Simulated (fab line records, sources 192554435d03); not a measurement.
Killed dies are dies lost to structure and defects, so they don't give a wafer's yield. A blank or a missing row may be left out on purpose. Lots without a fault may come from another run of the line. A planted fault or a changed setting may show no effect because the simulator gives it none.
A struck lot beside a sound one | flow n5_finfet | 14 steps out of a route of 1938
Sound: wafers L269.1, L269.5, L269.6. Struck: wafers L272.3, L272.5, L272.6. The cause comes at the end.
At each step with rows: each side's tool, then ch and its chambers, then its first start. Under that, the readings that differ: sound wafers | struck wafers | difference of the means | sigmas: that difference in standard deviations of wafers without a fault.
alike: readings whose means differ by less than 2 such deviations, and words and numbers that are the same on both sides. not compared: withheld readings, readings that some wafer has no value for, bounds like >300 that may hide the same value, and numbers for which the record gives no deviation and whose values overlap.
The two part at a step that has a row with sigmas, a row that says differs or no value, or rows on one side only. Numbers that don't overlap but have no deviation are shown without sigmas and don't part them. A reading that every wafer of one side lacks parts them only if that side has two wafers or more.

first, 1 step without rows for these wafers: N5_BEOL_M13_PRE_CLEAN_52 (time 15 s).
N5_BEOL_M13_DEP_53: deposits SiCN from 3MS/NH3, target thk 50 nm, time 17.8 s.
  sound on pecvd-03 ch 0,1,2, day 11 10:19; struck on pecvd-02 ch 0,1, day 12 00:25
  alike: showerhead_plenum_p_Torr, throttle_valve_pct
N5_BEOL_M13_RS_MEAS_54: measures by four-point-probe.
  sound on film_metro-02, day 11 10:23; struck on film_metro-02, day 12 00:29
  alike: M13_RS
N5_BEOL_M13_INSPECT_55: inspects for defects (darkfield).
  sound on defect_inspect-01, day 11 10:25; struck on defect_inspect-02, day 12 00:32
  alike: raw_defect_count
N5_BEOL_M14_ILD_DEP_00: deposits SiO2 from TEOS/O2, target thk 1119.3 nm, time 237.4 s.
  sound on pecvd-04 ch 1,2, day 11 10:27; struck on pecvd-04 ch 0,1,2, day 12 00:34
  alike: heater_power_w, showerhead_plenum_p_Torr, throttle_valve_pct
N5_BEOL_M14_THK_MEAS_01:
  sound on film_metro-01, day 11 10:38; struck on film_metro-01, day 12 00:45
  alike: M14_ILD_THK
then, 6 steps without rows for these wafers: N5_BEOL_M14_COAT_58 (time 60 s, resist thk 89 nm); N5_BEOL_M14_COAT_04 (resist thk 800 nm); N5_BEOL_M14_EBR_06; N5_BEOL_M14_SOFTBAKE_05 (time 60 s); N5_BEOL_M14_EXPOSE_07 (exposes mask V13); N5_BEOL_M14_PEB_08 (peb time 90 s).
N5_BEOL_M14_DEVELOP_09: develop time 45 s.
  sound on litho_track-03 ch 0, day 11 10:58; struck on litho_track-03, day 12 00:57
  no value came back on the struck wafers for chill_plate_temp_C (C), develop_time_s (s); on the sound wafers chill_plate_temp_C (C) reads 22.99 23.04 23.13
  reading                                    | sound             | struck            | difference | sigmas
  model.coat_of_BEOL_M14_COAT_04.thk_nm (nm) | 785.6 783.6 785.2 | 799.2 797.6 800.8 | +14.4      |
then, 1 step without rows for these wafers: N5_BEOL_M14_HARDBAKE_14 (time 120 s).

WHERE THEY PART
Only at N5_BEOL_M14_DEVELOP_09, within this record.

WHY: what the simulator had put in
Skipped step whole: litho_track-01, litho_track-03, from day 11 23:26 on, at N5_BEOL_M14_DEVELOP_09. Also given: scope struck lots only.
